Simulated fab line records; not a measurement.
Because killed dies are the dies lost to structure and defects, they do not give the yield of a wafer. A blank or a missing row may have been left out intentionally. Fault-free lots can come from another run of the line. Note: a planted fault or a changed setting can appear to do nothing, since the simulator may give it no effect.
fab line records + flow nand-harc
record
- lots=14
- wafers=42
- last-day=24
route steps=1159 shown A_CONTACT@843
lots with no fault: from the same line, run without faults
start-h: hours from the record's opening day to when the first of the lot's shown wafers began + wait-h: hours from the lot's prior step to this one + " as in the row above + L1.1+2: a single row standing in for several wafers + - no value, or no start given + * or withheld: withheld + < > ~ a bound
route shown NAME@n: names a module that has steps shown in the file, with the first one's number in the route + usual: the fault-free wafers' mean and standard deviation + same: alike in all rows + chamber/n: place in a boat + sites: readings site by site + _std_site: the standard deviation of these + _edge_site: mean of outer sites minus mean of inner sites + radius-mm: how far each site lies from the wafer's centre + mask NAME#n: copy n + behind: tool/chamber where the wafer was last shaped + hold: reason for holding the lot/hours on hold/outcome of the hold + device: which transistor (n, p or np) failed to switch + end of line: the route-end tests of the same wafers + a step without rows: its recipe alone + killed: count of dies lost to structure and defects at first sort (not the wafer's yield) + map: a wafer's dies, marking killed ones x, the rest . and places with no die _
set.NAME: the setting that was run; set.NAME@STEP: the one run at that earlier step + model.NAME: the simulator's own value behind a step, which no gauge read
one table for each step of the route and one row for each wafer, over a sample of lots
services: the hour from which a tool's chamber was out of use, counted from the record's first day as start-h (under 0 if before that day), plus the number of hours and why
## steps
# step NHARC_A_CONTACT_DEP_29
# recipe
- target-thk-a=700
- target-thk-nm=70
- temp-c=400
- pressure-torr=3.5
- flow-sccm=200
- rf-w=350
- material=SiON
# usual
- heater-power-w=757/110
- showerhead-vpp-V=1145/71
| lot.wafer | tool     | chamber | start-h | wait-h | heater-power-w | showerhead-vpp-V |
|-----------|----------|---------|---------|--------|----------------|------------------|
| L297.3    | pecvd-04 | 1       | 372.98  | 1.1    | 987            | 1113             |
| L297.1    | "        | 2       | "       | "      | 578            | 1076             |
| L297.2    | "        | 0       | "       | "      | 616            | 1248             |
| L298.3    | pecvd-04 | 1       | 375.35  | 1.2    | 892            | 1129             |
| L298.2    | "        | 2       | "       | "      | 645            | 1088             |
| L298.4    | "        | 2       | "       | "      | 631            | 1067             |
| L296.3    | pecvd-01 | 0       | 377.54  | 1.2    | 696            | 1067             |
| L296.1    | "        | 2       | "       | "      | 798            | 1286             |
| L296.5    | "        | 0       | "       | "      | 694            | 1069             |
| L300.5    | pecvd-03 | 1       | 384.42  | 0.8    | 754            | 1122             |
| L300.4    | "        | 2       | "       | "      | 877            | 1120             |
| L300.6    | "        | 0       | "       | "      | 867            | 1128             |
| L301.3    | pecvd-01 | 1       | 389.09  | 1.1    | 801            | 1145             |
| L301.1    | "        | 2       | "       | "      | 676            | 1259             |
| L301.2    | "        | 0       | "       | "      | 661            | 1082             |
| L303.3    | pecvd-01 | 1       | 412.17  | 1.2    | 786            | 1131             |
| L303.1    | "        | 2       | "       | "      | 725            | 1286             |
| L303.4    | "        | 0       | "       | "      | 674            | 1060             |
| L302.1    | pecvd-04 | 1       | 418.30  | 1.9    | 874            | 1112             |
| L302.5    | "        | 0       | "       | "      | 660            | 1244             |
| L302.4    | "        | 2       | "       | "      | 533            | 1069             |
| L305.3    | pecvd-03 | 0       | 428.50  | 1.1    | 808            | 1121             |
| L305.4    | "        | 0       | "       | "      | 784            | 1118             |
| L305.6    | "        | 2       | "       | "      | 812            | 1138             |
| L304.3    | pecvd-03 | 2       | 430.93  | 1.2    | 897            | 1118             |
| L304.6    | "        | 0       | "       | "      | 752            | 1133             |
| L304.4    | "        | 1       | "       | "      | 763            | 1134             |
| L306.1    | pecvd-04 | 2       | 455.86  | 1.8    | 640            | 1093             |
| L306.5    | "        | 0       | "       | "      | 659            | 1263             |
| L306.6    | "        | 1       | "       | "      | 915            | 1137             |
| L316.2    | pecvd-04 | 0       | 492.80  | 1.5    | 627            | 1246             |
| L316.1    | "        | 1       | "       | "      | 822            | 1138             |
| L316.6    | "        | 0       | "       | "      | 638            | 1249             |
| L317.1    | pecvd-04 | 0       | 501.26  | 1.9    | 626            | 1253             |
| L317.3    | "        | 1       | "       | "      | 909            | 1123             |
| L317.2    | "        | 2       | "       | "      | 522            | 1088             |
| L319.3    | pecvd-04 | 1       | 502.12  | 1.2    | 967            | 1130             |
| L319.6    | "        | 2       | "       | "      | 597            | 1053             |
| L319.4    | "        | 0       | "       | "      | 634            | 1261             |
| L318.2    | pecvd-04 | 2       | 505.36  | 1.5    | 539            | 1071             |
| L318.6    | "        | 2       | "       | "      | 546            | 1059             |
| L318.5    | "        | 0       | "       | "      | 641            | 1228             |
# step NHARC_A_CONTACT_CD_MEAS_42
# recipe
- target-cd-nm=200
- landing-energy-ev=500
# usual
- cd-nm=200.0/0.51
| lot.wafer | tool      | chamber | start-h | wait-h | cd-nm |
|-----------|-----------|---------|---------|--------|-------|
| L297.1    | cd-sem-02 | 0       | 373.70  | -      | 200.3 |
| L297.2    | "         | 0       | "       | "      | 200.2 |
| L297.3    | "         | 0       | "       | "      | 200.4 |
| L298.2    | cd-sem-01 | 0       | 375.95  | -      | 199.7 |
| L298.3    | "         | 0       | "       | "      | 200.1 |
| L298.4    | "         | 0       | "       | "      | 199.7 |
| L296.1    | cd-sem-01 | 0       | 378.27  | -      | 199.7 |
| L296.3    | "         | 0       | "       | "      | 200.2 |
| L296.5    | "         | 0       | "       | "      | 200.4 |
| L300.4    | cd-sem-02 | 0       | 384.94  | -      | 200.4 |
| L300.5    | "         | 0       | "       | "      | 201.3 |
| L300.6    | "         | 0       | "       | "      | 201.0 |
| L301.1    | cd-sem-01 | 0       | 389.82  | -      | 200.6 |
| L301.2    | "         | 0       | "       | "      | 200.7 |
| L301.3    | "         | 0       | "       | "      | 200.8 |
| L303.1    | cd-sem-02 | 0       | 412.74  | -      | 200.4 |
| L303.3    | "         | 0       | "       | "      | 199.6 |
| L303.4    | "         | 0       | "       | "      | 199.9 |
| L302.1    | cd-sem-02 | 0       | 419.00  | -      | 199.6 |
| L302.4    | "         | 0       | "       | "      | 199.8 |
| L302.5    | "         | 0       | "       | "      | 200.2 |
| L305.3    | cd-sem-01 | 0       | 429.22  | -      | 199.3 |
| L305.4    | "         | 0       | "       | "      | 199.4 |
| L305.6    | "         | 0       | "       | "      | 199.5 |
| L304.3    | cd-sem-03 | 0       | 431.60  | -      | 200.8 |
| L304.4    | "         | 0       | "       | "      | 200.7 |
| L304.6    | "         | 0       | "       | "      | 200.2 |
| L306.1    | cd-sem-02 | 0       | 456.45  | -      | 199.6 |
| L306.5    | "         | 0       | "       | "      | 200.3 |
| L306.6    | "         | 0       | "       | "      | 199.7 |
| L316.1    | cd-sem-02 | 0       | 493.52  | -      | 201.1 |
| L316.2    | "         | 0       | "       | "      | 200.5 |
| L316.6    | "         | 0       | "       | "      | 200.7 |
| L317.1    | cd-sem-03 | 0       | 501.99  | -      | 199.3 |
| L317.2    | "         | 0       | "       | "      | 200.2 |
| L317.3    | "         | 0       | "       | "      | 200.0 |
| L319.3    | cd-sem-03 | 0       | 502.78  | -      | 199.3 |
| L319.4    | "         | 0       | "       | "      | 199.5 |
| L319.6    | "         | 0       | "       | "      | 199.2 |
| L318.2    | cd-sem-01 | 0       | 506.08  | -      | 200.0 |
| L318.5    | "         | 0       | "       | "      | 200.3 |
| L318.6    | "         | 0       | "       | "      | 200.4 |
# step NHARC_A_CONTACT_ETCH_51
# recipe
- target-depth-a=36000
- over-etch-frac=0.3
- time-s=936
- ion-energy-ev=150
- o2-flow-sccm=400
- cos-flow-sccm=20
- ar-flow-sccm=0
- rf-w=500
- bias-w=300
- chemistry=O2/COS
# usual
- drypump-motor-current-A=5.7/0.58
- oes-product-au=0.999/0.0067
- rf-vpp-V=313.5/2
- run-length-s=957.3/0.42
- showerhead-plenum-p-Torr=3.08/0.12
- throttle-valve-pct=28.332/0.0098
| lot.wafer | tool        | chamber | start-h | wait-h | drypump-motor-current-A | oes-product-au | rf-hours-counter-h | rf-vpp-V | run-length-s | showerhead-plenum-p-Torr | throttle-valve-pct |
|-----------|-------------|---------|---------|--------|-------------------------|----------------|--------------------|----------|--------------|--------------------------|--------------------|
| L297.1    | rie-diel-01 | 0       | 374.49  | -      | 6.2                     | 0.991          | 20                 | 313.9    | 957.5        | 3.19                     | 28.338             |
| L297.2    | "           | 1       | "       | "      | 5.1                     | 1.001          | 17                 | 316.0    | 957.7        | 3.26                     | 28.355             |
| L297.3    | "           | 2       | "       | "      | 6.3                     | 0.996          | 22                 | 313.0    | 957.2        | 3.05                     | 28.336             |
| L298.2    | rie-diel-05 | 1       | 377.11  | -      | 6.1                     | 1.002          | 3                  | 312.5    | 957.9        | 3.00                     | 28.329             |
| L298.3    | "           | 3       | "       | "      | 5.0                     | 1.009          | 3                  | 313.6    | 957.2        | 3.09                     | 28.326             |
| L298.4    | "           | 0       | "       | "      | 5.8                     | 1.001          | 2                  | 311.4    | 956.4        | 3.05                     | 28.321             |
| L296.3    | rie-diel-13 | 1       | 379.32  | -      | 6.5                     | 0.996          | 33                 | 309.9    | 957.3        | 2.90                     | 28.332             |
| L296.1    | "           | 0       | "       | "      | 5.4                     | 1.001          | 32                 | 311.5    | 956.9        | 3.00                     | 28.331             |
| L296.5    | "           | 1       | "       | "      | 6.4                     | 1.007          | -                  | 310.5    | 957.4        | 2.90                     | 28.317             |
| L300.4    | rie-diel-13 | 3       | 385.79  | -      | 5.4                     | 0.997          | 35                 | 311.5    | 957.5        | 2.89                     | 28.340             |
| L300.6    | "           | 2       | "       | "      | 6.3                     | 1.018          | -                  | 312.1    | 957.7        | 3.03                     | 28.343             |
| L300.5    | "           | 3       | "       | "      | 5.4                     | 0.999          | -                  | 309.8    | 957.1        | 2.89                     | 28.328             |
| L301.2    | rie-diel-05 | 2       | 391.10  | -      | 4.8                     | 0.998          | 7                  | 314.5    | 957.7        | 3.11                     | 28.329             |
| L301.3    | "           | 3       | "       | "      | 5.0                     | 0.989          | 7                  | 313.7    | 957.6        | 3.09                     | 28.334             |
| L301.1    | "           | 0       | "       | "      | 5.8                     | 0.995          | 6                  | 311.9    | 956.7        | 3.04                     | 28.340             |
| L303.1    | rie-diel-05 | 0       | 413.59  | -      | 5.8                     | 1.004          | 9                  | 314.6    | 956.7        | 3.04                     | 28.322             |
| L303.3    | "           | 1       | "       | "      | 6.1                     | 0.998          | 10                 | 312.2    | 957.5        | 3.00                     | 28.339             |
| L303.4    | "           | 2       | "       | "      | 4.8                     | 1.012          | 10                 | 313.3    | 956.9        | 3.11                     | 28.338             |
| L302.1    | rie-diel-05 | 2       | 419.88  | -      | 4.7                     | 0.980          | 11                 | 315.3    | 957.1        | 3.11                     | 28.334             |
| L302.4    | "           | 0       | "       | "      | 5.8                     | 0.990          | 10                 | 313.7    | 956.4        | 3.04                     | 28.326             |
| L302.5    | "           | 2       | "       | "      | 4.7                     | 0.995          | -                  | 313.4    | 957.3        | 3.11                     | 28.334             |
| L305.4    | rie-diel-13 | 0       | 430.18  | -      | 5.4                     | 1.004          | 49                 | 313.2    | 956.8        | 2.99                     | 28.335             |
| L305.3    | "           | 1       | "       | "      | 6.4                     | 0.997          | 49                 | 311.0    | 957.3        | 2.89                     | 28.329             |
| L305.6    | "           | 0       | "       | "      | 5.3                     | 0.999          | -                  | 311.9    | 956.8        | 2.99                     | 28.336             |
| L304.4    | rie-diel-13 | 2       | 432.82  | -      | 6.3                     | 1.007          | 49                 | 312.1    | 958.0        | 3.03                     | 28.333             |
| L304.3    | "           | 0       | "       | "      | 5.3                     | 1.009          | 51                 | 312.5    | 956.9        | 2.99                     | 28.327             |
| L304.6    | "           | 1       | "       | "      | 6.5                     | 1.008          | -                  | 311.1    | 957.4        | 2.89                     | 28.326             |
| L306.1    | rie-diel-05 | 3       | 457.41  | -      | 5.0                     | 0.996          | 15                 | 312.5    | 957.3        | 3.08                     | 28.349             |
| L306.6    | "           | 1       | "       | "      | 6.1                     | 0.996          | -                  | 312.5    | 957.2        | 2.99                     | 28.339             |
| L306.5    | "           | 2       | "       | "      | 4.7                     | 1.011          | -                  | 313.9    | 956.9        | 3.10                     | 28.332             |
| L316.1    | rie-diel-05 | 0       | 494.31  | -      | 5.8                     | 0.999          | 21                 | 315.5    | 667.3        | 3.04                     | 28.328             |
| L316.2    | "           | 3       | "       | "      | 5.0                     | 0.991          | 24                 | 313.2    | 957.0        | 3.08                     | 28.323             |
| L316.6    | "           | 0       | "       | "      | 5.8                     | 1.002          | -                  | 311.4    | 667.0        | 3.04                     | 28.327             |
| L317.3    | rie-diel-05 | 2       | 502.89  | -      | 4.8                     | 0.993          | 27                 | 313.8    | 957.5        | 3.10                     | 28.317             |
| L317.2    | "           | 0       | "       | "      | 5.8                     | 0.986          | 25                 | 312.8    | 667.5        | 3.03                     | 28.333             |
| L317.1    | "           | 1       | "       | "      | 6.1                     | 0.996          | 28                 | 312.1    | 957.5        | 2.99                     | 28.332             |
| L319.4    | rie-diel-13 | 2       | 503.73  | -      | 6.3                     | 1.000          | 16                 | 312.1    | 957.9        | 3.02                     | 28.322             |
| L319.3    | "           | 1       | "       | "      | 6.4                     | 0.997          | 18                 | 316.9    | 957.6        | 3.36                     | 28.319             |
| L319.6    | "           | 2       | "       | "      | 6.3                     | 0.998          | -                  | 312.5    | 957.9        | 3.02                     | 28.335             |
| L318.2    | rie-diel-13 | 3       | 507.09  | -      | 5.4                     | 1.000          | 17                 | 319.4    | 957.8        | 3.36                     | 28.342             |
| L318.5    | "           | 1       | "       | "      | 6.4                     | 1.000          | -                  | 316.8    | 957.8        | 3.36                     | 28.317             |
| L318.6    | "           | 2       | "       | "      | 6.3                     | 1.003          | -                  | 310.7    | 958.1        | 3.02                     | 28.318             |
# step NHARC_A_CONTACT_ETCH_121
# recipe
- source-w=withheld
- pressure-mtorr=20
- bias-v=3000
- time-s=94
- target-depth-a=9220
- ar-flow-sccm=withheld
- c4f8-flow-sccm=withheld
- o2-flow-sccm=withheld
- chemistry=C4F8/O2/Ar
# usual
- run-length-s=94/0
| lot.wafer | tool            | chamber | start-h | wait-h | rf-hours-counter-h | run-length-s |
|-----------|-----------------|---------|---------|--------|--------------------|--------------|
| L297.2    | har-cap-etch-02 | 1       | 376.17  | 0.1    | 9                  | 94           |
| L297.1    | "               | 0       | "       | "      | 9                  | 94           |
| L297.3    | "               | 1       | "       | "      | -                  | 94           |
| L298.2    | har-cap-etch-01 | 0       | 378.79  | 0.1    | 56                 | 94           |
| L298.4    | "               | 0       | "       | "      | -                  | 94           |
| L298.3    | "               | 1       | "       | "      | -                  | 94           |
| L296.1    | har-cap-etch-02 | 1       | 381.67  | 0.1    | 12                 | 94           |
| L296.3    | "               | 0       | "       | "      | -                  | 94           |
| L296.5    | "               | 0       | "       | "      | -                  | 94           |
| L300.4    | har-cap-etch-02 | 0       | 387.43  | 0.1    | -                  | 94           |
| L300.6    | "               | 0       | "       | "      | -                  | 94           |
| L300.5    | "               | 1       | "       | "      | -                  | 94           |
| L301.2    | har-cap-etch-01 | 1       | 392.71  | 0.1    | 62                 | 94           |
| L301.1    | "               | 0       | "       | "      | 62                 | 94           |
| L301.3    | "               | 1       | "       | "      | -                  | 94           |
| L303.1    | har-cap-etch-03 | 1       | 415.56  | 0.1    | 90                 | 94           |
| L303.3    | "               | 0       | "       | "      | -                  | 94           |
| L303.4    | "               | 1       | "       | "      | -                  | 94           |
| L302.1    | har-cap-etch-01 | 0       | 421.50  | 0.1    | 65                 | 94           |
| L302.4    | "               | 0       | "       | "      | -                  | 94           |
| L302.5    | "               | 1       | "       | "      | -                  | 94           |
| L305.4    | har-cap-etch-01 | 1       | 431.82  | 0.1    | -                  | 94           |
| L305.3    | "               | 0       | "       | "      | -                  | 94           |
| L305.6    | "               | 1       | "       | "      | -                  | 94           |
| L304.3    | har-cap-etch-03 | 0       | 434.47  | 0.1    | -                  | 94           |
| L304.4    | "               | 1       | "       | "      | -                  | 94           |
| L304.6    | "               | 1       | "       | "      | -                  | 94           |
| L306.1    | har-cap-etch-02 | 1       | 458.96  | 0.1    | 23                 | 94           |
| L306.6    | "               | 1       | "       | "      | -                  | 94           |
| L306.5    | "               | 0       | "       | "      | -                  | 94           |
| L316.2    | har-cap-etch-02 | 0       | 496.00  | 0.1    | 31                 | 94           |
| L316.1    | "               | 1       | "       | "      | 31                 | 94           |
| L316.6    | "               | 0       | "       | "      | -                  | 94           |
| L317.1    | har-cap-etch-03 | 0       | 504.70  | 0.1    | 105                | 94           |
| L317.2    | "               | 1       | "       | "      | 105                | 94           |
| L317.3    | "               | 1       | "       | "      | -                  | 94           |
| L319.4    | har-cap-etch-02 | 0       | 505.45  | 0.1    | -                  | 94           |
| L319.3    | "               | 1       | "       | "      | -                  | 94           |
| L319.6    | "               | 0       | "       | "      | -                  | 94           |
| L318.2    | har-cap-etch-03 | 1       | 508.63  | 0.1    | 107                | 94           |
| L318.5    | "               | 1       | "       | "      | -                  | 94           |
| L318.6    | "               | 0       | "       | "      | -                  | 94           |
## services
| tool            | chamber | start-h | hours | kind       |
|-----------------|---------|---------|-------|------------|
| rie-diel-05     | 0       | 349.62  | -     | clean      |
| rie-diel-05     | 1       | 349.62  | -     | clean      |
| rie-diel-05     | 2       | 349.62  | -     | clean      |
| rie-diel-05     | 3       | 349.62  | -     | clean      |
| rie-diel-05     | -       | 354.82  | 0.4   | repair     |
| pecvd-03        | -       | 356.19  | 0.5   | repair     |
| har-cap-etch-02 | -       | 360.28  | 0.4   | repair     |
| rie-diel-05     | 0       | 366.96  | 4.6   | repair     |
| rie-diel-05     | 0       | 374.12  | -     | clean      |
| rie-diel-05     | 1       | 374.12  | -     | clean      |
| rie-diel-05     | 2       | 374.12  | -     | clean      |
| pecvd-04        | -       | 376.21  | 13.0  | pm         |
| pecvd-04        | 0       | 376.21  | 13.0  | vent-cycle |
| pecvd-04        | 1       | 376.21  | 13.0  | vent-cycle |
| pecvd-04        | 2       | 376.21  | 13.0  | vent-cycle |
| pecvd-04        | 0       | 389.21  | -     | clean      |
| pecvd-04        | 1       | 389.21  | -     | clean      |
| pecvd-04        | 2       | 389.21  | -     | clean      |
| pecvd-01        | -       | 418.35  | 13.0  | pm         |
| rie-diel-13     | -       | 453.21  | 9.0   | pm         |
| rie-diel-05     | -       | 458.16  | 1.0   | repair     |
| pecvd-03        | -       | 473.15  | 13.0  | pm         |
| rie-diel-01     | -       | 491.90  | 9.0   | pm         |
| rie-diel-05     | 3       | 501.35  | 4.8   | repair     |
## key
first-sign
- step=NHARC_A_CONTACT_ETCH_51
- reading=run-length-s
- direction=down
- sigmas=99+
- usual=*
- struck=*
effect none on later readings
met-at NHARC_A_CONTACT_ETCH_51
struck-lots L316,L317
struck-wafers L316.1,L316.6,L317.2
later-rows-left-out L316.1,L316.6,L317.2
sort-left-out L316.1,L316.6,L317.2
tester-left-out L316,L317
not-acting-at NHARC_A_CONTACT_DEP_29,NHARC_A_CONTACT_CD_MEAS_42,NHARC_A_CONTACT_ETCH_121
onset-between 419.88 494.31
fault
- kind=process-parameter-drift
- tool=rie-diel-05
- chamber=0
- onset-h=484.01
- steps=NHARC_A_CONTACT_ETCH_51
- channel=time-s
- offset=*
- shape=step
- end-h=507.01
- acts-in=*
- stated=*
# tester-left-out: of these lots the tester's yield and bins aren't shown, on N5 and GAA mostly nor the transistor test; their killed dies are dies lost to structure and defects alone, not to doping, threshold or leakage, so they don't give the yield
# sort-left-out: the simulated sort isn't trusted on such a fault, so these wafers' sort isn't shown, and their yield isn't known
# later-rows-left-out: the simulator's readings of these wafers behind a module that went badly wrong aren't trusted and aren't shown, but for the sort
